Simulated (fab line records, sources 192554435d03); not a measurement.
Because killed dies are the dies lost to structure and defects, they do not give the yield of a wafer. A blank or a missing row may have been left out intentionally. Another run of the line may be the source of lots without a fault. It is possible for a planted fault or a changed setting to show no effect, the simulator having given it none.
fab line records | flow n5Finfet
record: lots: 10 wafers: 30 lastDay: 19
route steps=1938 shown BEOL_M1@761 BEOL_M4@1111 PAD_METAL@1895 PASSIVATION@1905
lots with no fault: from the same line, run without faults
startH: hours from the record's opening day to when the first of the lot's shown wafers began | waitH: hours elapsed since this lot's preceding step | " as in the row above | L1.1+2: a single row standing in for several wafers | - either no value or no given start | * or withheld: withheld | < > ~ a bound
route shown NAME@n: a module of which the file shows steps, and the number in the route of the first | usual: mean and standard deviation over wafers with no fault | same: alike in all rows | chamber/n: place in a boat | sites: each site's reading | _std_site: their standard deviation | _edge_site: inner sites' mean taken away from outer sites' mean | radiusMm: how far each site lies from the wafer's centre | mask NAME#n: copy n | behind: the tool/chamber that last shaped the wafer | hold: why the lot was held/for how many hours/how that ended | device: transistor that didn't switch, given as n, p or np | end of line: the route-end tests of the same wafers | a step given without rows: its recipe and nothing more | killed: dies lost to structure and defects at the first sort, not the wafer's yield | map: dies across one wafer; x = killed, . = not, _ = none there
set.NAME: the setting the step ran with; set.NAME@STEP: the setting that earlier step ran with | model.NAME: the simulator's own value behind a step, which no gauge read
steps of the route over a sample of lots; a table a step, a row a wafer
services: when a tool's chamber went out of use (startH, in hours from the record's first day, below 0 if earlier), for how many hours, and the reason
== steps ==
step: N5_BEOL_M1_EXPOSE_08
recipe: maskId: M1 na: 0.33 sourceShape: dipole sigmaInner: 0.369 sigmaOuter: 0.767 polarization: unpolarized doseMj: 33
usual: stageMsdNm: 0.858/0.01
columns lot.wafer tool chamber startH waitH mask stageMsdNm
L217.2 euvScanner-01 0 126.34 - M1#0 0.850
L217.5 " 0 " " M1#0 0.849
L217.6 " 0 " " M1#0 0.850
L219.2 euvScanner-02 0 139.17 - M1#0 0.882
L219.4 " 0 " " M1#0 0.883
L219.5 " 0 " " M1#0 0.879
L220.1 euvScanner-01 0 147.39 - M1#0 0.850
L220.2 " 0 " " M1#0 0.850
L220.6 " 0 " " M1#0 0.852
L221.2 euvScanner-01 0 153.49 - M1#0 0.849
L221.3 " 0 " " M1#0 0.849
L221.4 " 0 " " M1#0 0.850
L227.1 euvScanner-01 0 188.16 - M1#0 0.851
L227.3 " 0 " " M1#0 0.848
L227.6 " 0 " " M1#0 0.851
L230.1 euvScanner-02 0 253.39 - M1#0 0.853
L230.2 " 0 " " M1#0 0.859
L230.4 " 0 " " M1#0 0.854
L228.1 euvScanner-01 0 253.83 - M1#0 0.857
L228.5 " 0 " " M1#0 0.853
L228.6 " 0 " " M1#0 0.853
L238.1 euvScanner-01 0 255.32 - M1#0 0.852
L238.5 " 0 " " M1#0 0.854
L238.6 " 0 " " M1#0 0.853
L235.3 euvScanner-01 0 257.17 - M1#0 0.848
L235.4 " 0 " " M1#0 0.849
L235.6 " 0 " " M1#0 0.851
L239.4 euvScanner-02 0 259.72 - M1#0 0.857
L239.5 " 0 " " M1#0 0.855
L239.6 " 0 " " M1#0 0.858
step: N5_BEOL_M4_RC_MEAS_101
usual: DIBL_N: 36.3/1.7 DIBL_P: 36.5/2.1 IOFF_N: 0.16/0.03 IOFF_P: 0.22/0.035 ION_N: 675/11 ION_P: 465/7.1 SS_N: 71.5/0.62 SS_P: 73.3/0.64 VT_N: 250/3.1 VT_P: -249.1/3
columns lot.wafer tool chamber startH waitH DIBL_N[mV/V] DIBL_P[mV/V] IOFF_N[nA/um] IOFF_P[nA/um] ION_N[uA/um] ION_P[uA/um] SS_N[mV/dec] SS_P[mV/dec] VT_N[mV] VT_P[mV]
L217.2 prober-01 0 165.05 0.2 35.2 35.6 0.15 0.23 683 472 71.4 72.4 249 -244.8
L217.5 " 0 " " 37.2 38.1 0.18 0.28 671 469 71.3 73.8 246 -244.1
L217.6 " 0 " " 34.7 35.4 0.14 0.23 673 473 70.8 72.9 252 -244.3
L219.2 prober-02 0 188.85 0.2 37.0 37.1 0.16 0.24 688 479 71.4 73.4 249 -247.9
L219.4 " 0 " " 36.8 36.1 0.14 0.21 666 465 71.5 73.0 253 -248.5
L219.5 " 0 " " 38.2 38.9 0.19 0.27 689 476 71.7 73.9 247 -246.0
L220.1 prober-01 0 190.15 0.0 39.5 41.8 0.24 0.32 675 469 72.6 74.9 248 -246.1
L220.2 " 0 " " 37.1 38.5 0.20 0.26 680 472 72.6 73.7 246 -246.7
L220.6 " 0 " " 38.1 40.9 0.21 0.29 696 476 72.8 74.0 245 -245.6
L221.2 prober-01 0 195.39 0.2 36.4 36.4 0.16 0.19 669 456 71.9 73.9 251 -253.5
L221.3 " 0 " " 33.1 32.5 0.11 0.16 671 460 71.3 72.4 254 -256.4
L221.4 " 0 " " 37.8 39.1 0.21 0.25 688 472 72.2 74.0 243 -246.4
L227.1 prober-02 0 226.44 0.0 36.7 35.8 0.16 0.22 686 469 71.6 73.4 250 -249.1
L227.3 " 0 " " 33.5 32.1 0.10 0.16 656 457 70.9 72.8 256 -253.1
L227.6 " 0 " " 35.0 34.4 0.13 0.19 678 463 71.0 73.4 251 -250.4
L230.1 prober-01 0 297.93 0.0 33.6 33.2 0.13 0.18 654 452 71.5 73.0 251 -250.5
L230.2 " 0 " " 38.5 38.7 0.22 0.27 687 469 72.2 73.7 245 -247.3
L230.4 " 0 " " 33.4 33.4 0.12 0.18 657 458 71.7 73.0 253 -251.6
L228.1 prober-01 0 299.66 0.0 37.5 39.9 0.20 0.26 686 472 72.2 73.4 245 -247.8
L228.5 " 0 " " 34.9 35.6 0.14 0.19 670 457 72.2 73.0 252 -250.3
L228.6 " 0 " " 37.6 40.2 0.21 0.27 699 474 72.7 73.6 243 -246.3
L235.3 prober-02 0 303.65 0.3 37.7 38.0 0.17 0.21 679 457 72.3 73.4 250 -251.3
L238.1 prober-02 0 312.24 0.0 36.3 37.6 0.16 0.22 682 468 71.6 73.7 251 -250.8
L238.5 " 0 " " 38.9 40.8 0.22 0.28 684 473 72.1 74.7 246 -246.8
L238.6 " 0 " " 38.1 39.7 0.20 0.26 709 484 71.6 74.1 245 -246.6
L239.4 prober-02 0 332.50 0.5 36.4 38.1 0.16 0.23 671 467 71.5 73.8 252 -246.8
L239.5 " 0 " " 34.0 35.8 0.13 0.20 686 475 70.5 73.1 253 -248.7
L239.6 " 0 " " 36.9 38.7 0.19 0.24 691 480 71.2 73.9 245 -246.6
step: N5_PASSIVATION_SPUTTER_20
recipe: material: TaN targetThkA: 500 tempC: 25 chamberPressurePa: 0.4
usual: throttleValvePct: 30.1/1.1
columns lot.wafer tool chamber startH waitH throttleValvePct
L217.2 pvdSputter-02 - 245.75 0.0 28.0
L217.5 " - " " 30.0
L217.6 " - " " 30.7
L220.1 pvdSputter-02 - 269.76 0.0 30.9
L220.2 " - " " 27.9
L220.6 " - " " 28.0
L219.2 pvdSputter-02 - 272.84 0.0 30.5
L219.4 " - " " 31.7
L219.5 " - " " 28.1
L221.2 pvdSputter-03 - 274.69 0.0 30.9
L221.3 " - " " 29.5
L221.4 " - " " 29.0
L227.1 pvdSputter-02 - 314.03 0.0 30.8
L227.3 " - " " 29.8
L227.6 " - " " 29.8
L228.1 pvdSputter-01 - 404.78 0.0 31.1
L228.5 " - " " 31.7
L228.6 " - " " 31.2
L230.1 pvdSputter-01 - 416.19 0.0 30.6
L230.2 " - " " 31.7
L230.4 " - " " 30.9
L235.3 pvdSputter-01 - 429.38 0.0 31.5
L238.1 pvdSputter-03 - 432.65 0.0 30.4
L238.5 " - " " 29.1
L238.6 " - " " 30.4
L239.4 pvdSputter-02 - 452.70 0.0 30.7
L239.5 " - " " 31.5
L239.6 " - " " 29.9
step: N5_PASSIVATION_CD_MEAS_30
recipe: targetCdNm: 4000 landingEnergyEv: 500 detector: seInlens polarity: opening
usual: cdNm: 3999.9/2
same: landingEnergyEv: 500
columns lot.wafer tool chamber startH waitH cdNm
L217.2 cdSem-01 0 246.45 - 3997.2
L217.5 " 0 " " 3998.1
L217.6 " 0 " " 4000.5
L220.1 cdSem-03 0 270.33 - 4000.6
L220.2 " 0 " " 3999.3
L220.6 " 0 " " 4000.2
L219.2 cdSem-01 0 273.54 - 3998.7
L219.4 " 0 " " 3999.8
L219.5 " 0 " " 3999.3
L221.2 cdSem-01 0 275.27 - 3998.8
L221.3 " 0 " " 3999.7
L221.4 " 0 " " 4002.5
L227.1 cdSem-03 0 314.60 - 4001.4
L227.3 " 0 " " 3998.9
L227.6 " 0 " " 3999.4
L228.1 cdSem-03 0 405.35 - 4000.2
L228.5 " 0 " " 4000.0
L228.6 " 0 " " 3999.5
L230.1 cdSem-02 0 416.88 - 3997.2
L230.2 " 0 " " 3997.0
L230.4 " 0 " " 3999.5
L235.3 cdSem-01 0 430.08 - 3998.2
L238.1 cdSem-02 0 433.34 - 4004.3
L238.5 " 0 " " 4000.5
L238.6 " 0 " " 4001.1
L239.4 cdSem-02 0 453.28 - 4003.5
L239.5 " 0 " " 4002.7
L239.6 " 0 " " 3997.3
step: N5_PASSIVATION_ETCH_54
recipe: chemistry: CHF3/O2 target: SiO2 targetDepthA: 8800 CHF3_flow_sccm: 50 O2_flow_sccm: 5 Ar_flow_sccm: 200 timeS: 440 maskMaterial: PR pressureMtorr: 30 sourceW: 650 biasW: 170 ionEnergyEv: 200
usual: O2_flow_sccm: 5.001/0.014 drypumpMotorCurrentA: 5.7/0.44 oesProductAu: 0.80/0.063 rfVppV: 524/9.6 showerheadPlenumPTorr: 2.40/0.06 throttleValvePct: 18.72/0.26
columns lot.wafer tool chamber startH waitH O2_flow_sccm drypumpMotorCurrentA oesProductAu rfHoursCounterH rfVppV showerheadPlenumPTorr throttleValvePct
L217.2 rieDiel-01 0 248.99 0.1 5.017 5.8 0.89 45 519 2.44 18.36
L217.5 " 3 " " 4.996 6.0 0.77 - 530 2.42 19.15
L217.6 " 2 " " 5.011 5.4 0.81 - 513 2.34 18.86
L220.1 rieDiel-05 1 272.44 0.1 4.996 5.8 0.67 248 533 2.28 19.14
L220.2 " 0 " " 4.992 5.7 0.96 4 515 2.37 18.63
L220.6 " 2 " " 4.993 6.1 0.89 - 525 2.46 18.54
L219.2 rieDiel-06 2 275.63 0.1 4.990 4.6 0.78 126 536 2.41 19.00
L219.4 " 3 " " 5.008 5.6 0.92 12 511 2.36 18.52
L219.5 " 2 " " 5.001 4.6 0.78 - 537 2.41 18.99
L221.2 rieDiel-01 2 277.35 0.1 5.004 5.4 0.80 89 513 2.34 18.88
L221.3 " 3 " " 4.993 6.0 0.76 143 529 2.42 19.16
L221.4 " 0 " " 5.019 5.8 0.87 56 519 2.44 18.37
L227.1 rieDiel-06 0 316.83 0.1 5.037 5.5 0.79 115 524 2.43 18.55
L227.3 " 3 " " 5.013 5.6 0.90 23 512 2.35 18.54
L227.6 " 2 " " 5.021 4.6 0.77 - 537 2.40 19.01
L228.1 rieDiel-01 1 407.48 0.1 4.979 6.0 0.74 157 533 2.39 18.63
L228.5 " 0 " " 4.974 5.8 0.81 - 518 2.42 18.43
L228.6 " 1 " " 4.991 5.9 0.74 - 535 2.39 18.63
L230.1 rieDiel-01 3 419.23 0.1 5.004 6.1 0.72 191 529 2.40 19.25
L230.2 " 0 " " 4.997 5.8 0.81 103 519 2.42 18.44
L230.4 " 1 " " 5.022 6.0 0.74 160 535 2.39 18.64
L235.3 rieDiel-05 1 432.25 0.1 4.996 5.8 0.88 43 538 2.55 18.79
L238.1 rieDiel-01 0 435.88 0.1 4.995 5.8 0.81 108 518 2.42 18.45
L238.5 " 1 " " 5.017 6.0 0.73 - 534 2.39 18.63
L238.6 " 0 " " 5.003 5.8 0.81 - 518 2.42 18.45
L239.4 rieDiel-06 1 455.53 0.1 5.020 5.3 0.88 42 520 2.55 18.56
L239.5 " 3 " " 4.987 5.6 0.84 - 513 2.34 18.59
L239.6 " 2 " " 5.023 4.6 0.73 - 536 2.39 19.06
step: N5_PASSIVATION_PROBE_49
usual: defectLimitedYield: 91.2/1.4 killed_at_M0_to_M3: 36/10 killed_at_M4_up: 13/5.1 killedAtContacts: 12/5.4 killedAtFrontEnd: 39/11 killedAtOther: 3.5/2.4 killedDies: 104/17 killedOnRim: 14/3.8 killedOpen: 67/13 killedShort: 36/8.3 sort_bin_5_function: 5.2/0.98 sort_bin_6_memory: 3.3/0.68 sortNPass: 1076/17 sortYieldPct: 91.2/1.4
same: grossDies: 1180 killedAtBackSide: 0 sort_bin_4_leakage[%]: 0 sort_bin_8_speed[%]: 0
columns lot.wafer tool chamber startH waitH defectLimitedYield[%] killed_at_M0_to_M3 killed_at_M4_up killedAtContacts killedAtFrontEnd killedAtOther killedDies killedOnRim killedOpen killedShort sort_bin_5_function[%] sort_bin_6_memory[%] sortNPass sortYieldPct[%]
L227.1 prober-01 - 319.60 0.0 89.6 43 17 24 39 0 123 13 75 48 5.8 4.2 1057 89.6
L227.3 prober-01 - 319.70 0.1 90.4 55 10 13 25 10 113 16 68 45 5.5 3.5 1067 90.4
L227.6 prober-01 - 319.85 0.3 90.6 44 18 13 29 7 111 15 67 42 5.3 3.7 1069 90.6
L228.1 prober-01 - 410.48 0.2 92.3 28 20 8 35 0 91 13 69 21 4.6 3.0 1089 92.3
L228.5 prober-01 - 410.68 0.4 91.5 30 15 17 35 3 100 10 65 35 4.5 3.7 1080 91.5
L228.6 prober-01 - 410.73 0.5 90.3 40 14 9 49 3 115 14 70 42 6.3 3.2 1065 90.3
L235.3 prober-01 - 435.14 0.1 91.7 31 9 11 40 7 98 10 63 35 4.8 3.1 1082 91.7
L235.4 prober-01 - 435.19 0.2 9.0 1002 13 11 44 4 1074 141 70 24 65.0 16.9 106 9.0
L235.6 prober-01 - 435.29 0.3 11.3 974 13 22 36 2 1047 133 73 23 58.3 21.4 133 11.3
killed by level:class
L227.1 MOL_CONTACT_COAG:geometricParticle:open=21 BEOL_M0_SAQP:geometricParticle:open=19 BEOL_M0_SAQP:geometricParticle:short=13 FIN_SAQP:geometricParticle:short=12 BEOL_M4:geometricParticle:open=7 STARTING-WAFER:geometricParticle:short=5 STI_FIN_REVEAL:geometricParticle:open=4 GATE_CUT:geometricParticle:short=4
L227.3 BEOL_M0_SAQP:geometricParticle:short=25 BEOL_M0_SAQP:geometricParticle:open=23 MOL_CONTACT_COAG:geometricParticle:open=11 FIN_SAQP:geometricParticle:short=6 PAD_METAL:geometricParticle:open=6 FIN_SAQP:geometricParticle:open=4 STI_FIN_REVEAL:geometricParticle:open=4 BEOL_M3:geometricParticle:open=3
L227.6 BEOL_M0_SAQP:geometricParticle:open=12 MOL_CONTACT_COAG:geometricParticle:open=10 BEOL_M0_SAQP:geometricParticle:short=10 FIN_SAQP:geometricParticle:short=7 STI_FIN_REVEAL:geometricParticle:open=7 DUMMY_GATE:geometricParticle:open=5 BEOL_M1:geometricParticle:short=5 BEOL_M1:geometricParticle:open=5
L228.1 BEOL_M2:geometricParticle:open=12 BEOL_M4:geometricParticle:open=9 STI_FIN_REVEAL:geometricParticle:open=7 MOL_CONTACT_COAG:geometricParticle:open=6 DUMMY_GATE:geometricParticle:open=5 GATE_CUT:geometricParticle:short=5 BEOL_M3:geometricParticle:open=5 FIN_SAQP:geometricParticle:open=4
L228.5 MOL_CONTACT_COAG:geometricParticle:open=12 BEOL_M2:geometricParticle:open=9 DUMMY_GATE:geometricParticle:open=7 BEOL_M0_SAQP:geometricParticle:open=7 BEOL_M0_SAQP:geometricParticle:short=6 DUMMY_GATE:geometricParticle:short=5 MOL_CONTACT_COAG:geometricParticle:short=5 BEOL_M5:geometricParticle:open=5
L228.6 BEOL_M0_SAQP:geometricParticle:short=13 BEOL_M0_SAQP:geometricParticle:open=9 BEOL_M2:geometricParticle:open=9 FIN_SAQP:geometricParticle:open=7 MOL_CONTACT_COAG:geometricParticle:open=7 BEOL_M5:geometricParticle:open=6 DUMMY_GATE:geometricParticle:open=5 GATE_CUT:geometricParticle:short=5
L235.3 DUMMY_GATE:geometricParticle:open=13 BEOL_M1:geometricParticle:open=9 MOL_CONTACT_COAG:geometricParticle:open=8 BEOL_M0_SAQP:geometricParticle:short=6 FIN_SAQP:geometricParticle:open=5 BEOL_M3:geometricParticle:open=5 STI_FIN_REVEAL:geometricParticle:open=4 BEOL_M1:geometricParticle:short=4
L235.4 BEOL_M1:areaExpose=979 MOL_CONTACT_COAG:geometricParticle:open=11 STI_FIN_REVEAL:geometricParticle:open=11 DUMMY_GATE:geometricParticle:open=11 BEOL_M4:geometricParticle:open=6 FIN_SAQP:geometricParticle:short=5 BEOL_M0_SAQP:geometricParticle:open=5 BEOL_M0_SAQP:geometricParticle:short=4
L235.6 BEOL_M1:areaExpose=950 MOL_CONTACT_COAG:geometricParticle:open=19 FIN_SAQP:geometricParticle:open=10 STI_FIN_REVEAL:geometricParticle:open=9 BEOL_M1:geometricParticle:open=8 BEOL_M4:geometricParticle:open=7 BEOL_M0_SAQP:geometricParticle:open=6 FIN_SAQP:geometricParticle:short=4
== services ==
columns tool chamber startH hours kind
euvScanner-01 - 121.50 1.0 pm
rieDiel-06 1 121.89 3.9 repair
euvScanner-02 - 134.54 1.0 pm
euvScanner-01 - 138.41 0.1 repair
euvScanner-02 - 162.91 1.0 repair
rieDiel-06 1 168.38 3.6 repair
euvScanner-01 - 177.65 1.0 pm
euvScanner-02 - 190.69 1.0 pm
euvScanner-01 - 193.78 17.4 repair
euvScanner-02 - 208.74 4.9 repair
euvScanner-01 - 219.39 4.6 pm
euvScanner-02 - 233.57 4.6 pm
euvScanner-01 - 238.17 1.0 pm
euvScanner-02 - 246.84 1.0 pm
euvScanner-01 - 289.95 1.0 pm
euvScanner-01 - 299.77 5.8 pm
rieDiel-01 2 315.19 3.4 repair
rieDiel-01 0 316.28 5.0 repair
euvScanner-01 - 346.10 1.0 pm
rieDiel-01 2 362.38 15.4 repair
rieDiel-01 - 378.99 1.1 repair
euvScanner-01 - 391.98 4.6 pm
euvScanner-01 - 402.25 1.0 pm
pvdSputter-02 - 408.76 24.6 repair
== key ==
firstSign: step: N5_PASSIVATION_PROBE_49 reading: killed_at_M0_to_M3 direction: up sigmas: 92 usual: 36 struck: 988
effect: step: N5_PASSIVATION_PROBE_49 reading: sort_bin_5_function direction: up sigmas: 58 usual: 5.2 struck: 61.7
moreKillsBornAt: N5_BEOL_M1_EXPOSE_08@euvScanner-01: 1929
metAt N5_BEOL_M1_EXPOSE_08
struckLots L235
struckWafers L235.4,L235.6
laterRowsLeftOut L235.4,L235.6
notActingAt N5_PASSIVATION_SPUTTER_20,N5_PASSIVATION_CD_MEAS_30,N5_PASSIVATION_ETCH_54
onsetBetween 255.32 257.17
fault: kind: processParameterDrift tool: euvScanner-01 chamber: - onsetH: 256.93 steps: N5_BEOL_M1_EXPOSE_08 channel: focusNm offset: 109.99 shape: step endH: 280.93 scope: struckWafersOnly
laterRowsLeftOut: the simulator's readings of these wafers behind a module that went badly wrong aren't trusted and aren't shown, but for the sort
